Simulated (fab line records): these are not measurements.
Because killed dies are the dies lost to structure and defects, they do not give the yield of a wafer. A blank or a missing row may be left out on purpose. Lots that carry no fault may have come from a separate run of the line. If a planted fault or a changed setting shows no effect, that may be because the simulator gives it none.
Which tool was responsible? ; flow n5 finfet ; 27 wafers from 9 lots sampled at 5 of the route's 1938 steps

## WHAT THE GAUGES SHOWED, per wafer
N5_BEOL_M4_RC_MEAS_101. Usual: DIBL_N 36.3 mV/V, standard deviation 1; DIBL_P 36.2 mV/V, standard deviation 1.4; IOFF_N 0.157 nA/um, standard deviation 0.021; IOFF_P 0.206 nA/um, standard deviation 0.025; ION_N 673 uA/um, standard deviation 9; ION_P 461 uA/um, standard deviation 6.4; SS_N 71.5 mV/dec, standard deviation 0.5; SS_P 73.2 mV/dec, standard deviation 0.47; VT_N 249.9 mV, standard deviation 2.4; VT_P -250.6 mV, standard deviation 2.9.
lot;measured;on;DIBL_N (mV/V);DIBL_P (mV/V);IOFF_N (nA/um);IOFF_P (nA/um);ION_N (uA/um);ION_P (uA/um);SS_N (mV/dec);SS_P (mV/dec);VT_N (mV);VT_P (mV);flag
L885;day 8 00:16;prober-01;35.0 35.3 35.6;35.5 34.7 35.7;0.131 0.128 0.131;0.174 0.170 0.179;674 664 665;456 452 456;71.2 71.7 70.8;72.7 73.0 72.5;252.7 252.4 254.0;-254.4 -255.1 -254.1;
L886;day 8 05:33;prober-01;35.3 37.3 34.9;34.4 37.2 34.2;0.136 0.170 0.129;0.177 0.217 0.175;671 682 668;462 467 461;70.8 71.2 70.1;73.1 74.0 73.2;250.8 248.2 250.4;-251.1 -250.9 -252.8;
L889;day 9 11:14;prober-01;35.1 36.8 36.6;35.5 37.4 37.1;0.132 0.159 0.158;0.191 0.221 0.216;675 679 679;465 471 464;70.5 71.0 71.9;72.7 73.3 72.9;252.1 246.7 248.5;-252.4 -248.8 -251.5;
L890;day 9 07:38;prober-02;36.7 35.1 35.3;37.4 36.1 36.2;0.170 0.145 0.144;0.224 0.196 0.196;669 665 661;464 456 458;72.4 71.5 70.9;73.5 73.2 73.4;247.3 251.9 251.8;-249.1 -252.0 -252.4;
L894;day 9 19:16;prober-02;35.4 36.5 36.2;35.4 36.8 35.5;0.140 0.175 0.159;0.180 0.203 0.186;663 685 661;451 465 450;70.8 72.0 71.9;73.5 73.5 73.4;252.7 246.5 250.9;-250.7 -250.9 -254.0;
L895;day 9 23:08;prober-02;35.7 37.5 35.7;34.6 36.7 34.4;0.132 0.153 0.135;0.177 0.205 0.174;668 664 659;458 458 456;71.7 71.8 71.9;72.9 73.6 72.6;250.7 251.9 251.5;-251.9 -251.3 -251.5;
L899;day 11 11:57;prober-01;36.6 36.8 36.1;36.7 36.7 34.8;0.187 0.202 0.169;0.259 0.271 0.233;685 687 682;470 475 471;71.7 71.7 71.1;73.0 72.9 72.7;247.2 243.5 247.3;-244.2 -244.8 -248.5;
L900;day 11 23:32;prober-02;35.6 37.0 36.3;35.0 35.2 35.1;0.139 0.150 0.145;0.220 0.224 0.217;666 671 661;466 462 462;71.5 71.8 71.1;72.8 73.1 72.9;251.5 250.7 251.4;-247.1 -247.0 -247.4;
L906;day 13 01:10;prober-01;35.8 36.5 35.6;34.6 34.8 34.3;0.141 0.147 0.142;0.206 0.210 0.208;679 665 681;470 463 472;71.0 71.5 71.0;73.2 72.5 72.6;250.3 248.9 250.8;-247.9 -246.2 -247.9;

## TOOL THAT RAN EACH LOT (tool first, then ch and the chambers of the sampled wafers, then the start)
lot;N5_FIN_SAQP_ETCH_67;N5_FIN_SAQP_STRIP_77;N5_FIN_SAQP_FIN_ETCH_36;N5_FIN_CUT_COAT_02
L885;rie diel-06 ch 0,1, day 2 00:50;rie diel-04 ch 0,1,2, day 2 02:11;rie si-02 ch 0,3, day 2 02:23;litho track-05 ch 0, day 2 02:40
L886;rie diel-06 ch 0,1, day 2 06:54;rie diel-04 ch 0,1,2, day 2 07:48;rie si-02 ch 0,1,3, day 2 08:00;litho track-03 ch 0, day 2 08:17
L889;rie diel-06 ch 1,2, day 3 02:20;rie diel-02 ch 1,3, day 3 03:23;rie si-02 ch 0,1,2, day 3 03:35;litho track-05 ch 0, day 3 03:53
L890;rie diel-06 ch 1,2, day 3 08:20;rie diel-06 ch 0,1, day 3 09:35;rie si-04 ch 0,1, day 3 09:47;litho track-03 ch 0, day 3 10:04
L894;rie diel-04 ch 0,2,3, day 4 06:41;rie diel-04 ch 1,2,3, day 4 07:38;rie si-02 ch 0,2,3, day 4 07:49;litho track-05 ch 0, day 4 08:07
L895;rie diel-04 ch 1,2, day 4 13:11;rie diel-06 ch 0,3, day 4 14:16;rie si-04 ch 0,1,3, day 4 14:28;litho track-05 ch 0, day 4 14:45
L899;rie diel-04 ch 2,3, day 5 14:29;rie diel-02 ch 0,1,2, day 5 15:41;rie si-04 ch 0,1,2, day 5 15:53;litho track-05 ch 0, day 5 16:10
L900;rie diel-02 ch 0,1, day 5 18:50;rie diel-02 ch 0,3, day 5 19:44;rie si-02 ch 1,2,3, day 5 19:56;litho track-05 ch 0, day 5 20:13
L906;rie diel-04 ch 0,2, day 7 07:28;rie diel-06 ch 0,1,3, day 7 08:23;rie si-02 ch 0,2,3, day 7 08:35;litho track-04 ch 0, day 7 08:52
- N5_FIN_SAQP_ETCH_67: etches SiNx in CH3F/O2, target depth 30 nm.
- N5_FIN_SAQP_STRIP_77: strips in N2/H2, time 90 s.
- N5_FIN_SAQP_FIN_ETCH_36: etches the open film in HBr/Cl2/O2, target depth 120 nm, time 50.4 s.
- N5_FIN_CUT_COAT_02: resist thk 30 nm.

## AS READ BY THE TOOLS THEMSELVES (means over the sampled wafers that have a number; for cases with no such wafer, the mark the record gives instead)
N5_FIN_SAQP_ETCH_67. Usual: drypump motor current A 5.9 A, standard deviation 0.54; oes product au 0.80 a.u., standard deviation 0.088; rf vpp V 299.3 V, standard deviation 2.7; showerhead plenum p Torr 2.01 Torr, standard deviation 0.064; throttle valve pct 16.37 %, standard deviation 0.26.
lot;tool;drypump motor current A (A);oes product au (a.u.);rf vpp V (V);showerhead plenum p Torr (Torr);throttle valve pct (%);flag
L885;rie diel-06;6.5;0.83;299.1;1.99;16.16;
L886;rie diel-06;6.4;0.83;299.0;1.99;16.17;
L889;rie diel-06;5.9;0.77;300.5;1.99;16.32;
L890;rie diel-06;5.8;0.78;302.1;2.04;16.47;
L894;rie diel-04;6.1;0.85;299.7;2.03;16.30;
L895;rie diel-04;5.9;0.83;300.3;1.96;16.40;
L899;rie diel-04;6.0;0.89;302.5;2.06;16.20;
L900;rie diel-02;5.4;0.80;298.3;2.03;16.28;
L906;rie diel-04;6.1;0.80;299.6;1.96;16.43;

N5_FIN_SAQP_STRIP_77. Usual: drypump motor current A 5.7 A, standard deviation 0.58; oes product au 0.79 a.u., standard deviation 0.088; rf vpp V 45.3 V, standard deviation 0.94; showerhead plenum p Torr 3.39 Torr, standard deviation 0.093; temp c 39.99 C, standard deviation 0.11; throttle valve pct 12.3 %, standard deviation 0.3.
lot;tool;drypump motor current A (A);oes product au (a.u.);rf vpp V (V);showerhead plenum p Torr (Torr);temp c (C);throttle valve pct (%);flag
L885;rie diel-04;6.1;0.79;45.7;3.34;39.91;12.3;
L886;rie diel-04;6.2;0.78;45.6;3.33;40.06;12.3;
L889;rie diel-02;5.4;0.74;45.3;3.46;39.92;12.5;
L890;rie diel-06;6.5;0.81;45.3;3.37;40.07;12.0;
L894;rie diel-04;5.9;0.83;44.5;3.41;40.01;12.2;
L895;rie diel-06;6.2;0.83;44.8;3.33;39.95;12.0;
L899;rie diel-02;5.8;0.84;45.3;3.42;39.93;12.2;
L900;rie diel-02;5.2;0.78;45.0;3.35;39.99;12.5;
L906;rie diel-06;5.8;0.79;45.4;3.41;39.96;12.2;

N5_FIN_SAQP_FIN_ETCH_36. Usual: drypump motor current A 5.9 A, standard deviation 0.45; he backside leak sccm 2.82 sccm, standard deviation 0.26; oes product au 0.995 a.u., standard deviation 0.02; throttle valve pct 35.84 %, standard deviation 0.19.
lot;tool;drypump motor current A (A);he backside leak sccm (sccm);oes product au (a.u.);throttle valve pct (%);flag
L885;rie si-02;6.1;2.56;1.002;36.06;
L886;rie si-02;5.9;2.74;1.001;35.96;
L889;rie si-02;5.9;2.89;1.017;35.78;
L890;rie si-04;6.1;3.20;0.973;35.74;
L894;rie si-02;6.0;2.60;1.008;35.89;
L895;rie si-04;6.1;3.13;0.969;35.78;
L899;rie si-04;5.6;3.08;0.973;35.78;
L900;rie si-02;6.0;2.83;1.008;35.87;
L906;rie si-02;6.0;2.69;1.000;35.90;

N5_FIN_CUT_COAT_02. Usual: dispense pressure kPa 50 kPa, standard deviation 5; spin speed rpm 1500.1 rpm, standard deviation 0.92.
lot;tool;dispense pressure kPa (kPa);spin speed rpm (rpm);flag
L885;litho track-05;56;1500.4;
L886;litho track-03;49;1499.2;
L889;litho track-05;56;1499.8;
L890;litho track-03;49;1500.1;
L894;litho track-05;56;1500.1;
L895;litho track-05;56;1500.9;
L899;litho track-05;56;1379.9;OFF
L900;litho track-05;56;1383.0;OFF
L906;litho track-04;44;1500.5;

## THE ANSWER, worked out from the rows above alone
Rule: take the mean of a lot's wafers that have a number; if it is more than 3 standard deviations from the usual mean, the lot is off. Also off: a lot with no number at a reading for which 4 or more lots have one. All remaining lots with rows at the step are treated as sound. The gauges are gone through in route order, then the tools' own readings, and for those a lot's mean is taken as printed above. At the first step where some lot is off, the reading lying furthest off is the one used; lots without a number count as furthest.
Off: L899, L900, at N5_FIN_CUT_COAT_02 (spin speed rpm).
If a tool, at that step or one of the process steps before it, ran each lot that is off and ran no sound lot following the first of them, it fits. Can't be told from this: 2 tools fit, rie diel-02 at N5_FIN_SAQP_STRIP_77, litho track-05 at N5_FIN_CUT_COAT_02.

## WHAT THE SIMULATOR HAD INSERTED
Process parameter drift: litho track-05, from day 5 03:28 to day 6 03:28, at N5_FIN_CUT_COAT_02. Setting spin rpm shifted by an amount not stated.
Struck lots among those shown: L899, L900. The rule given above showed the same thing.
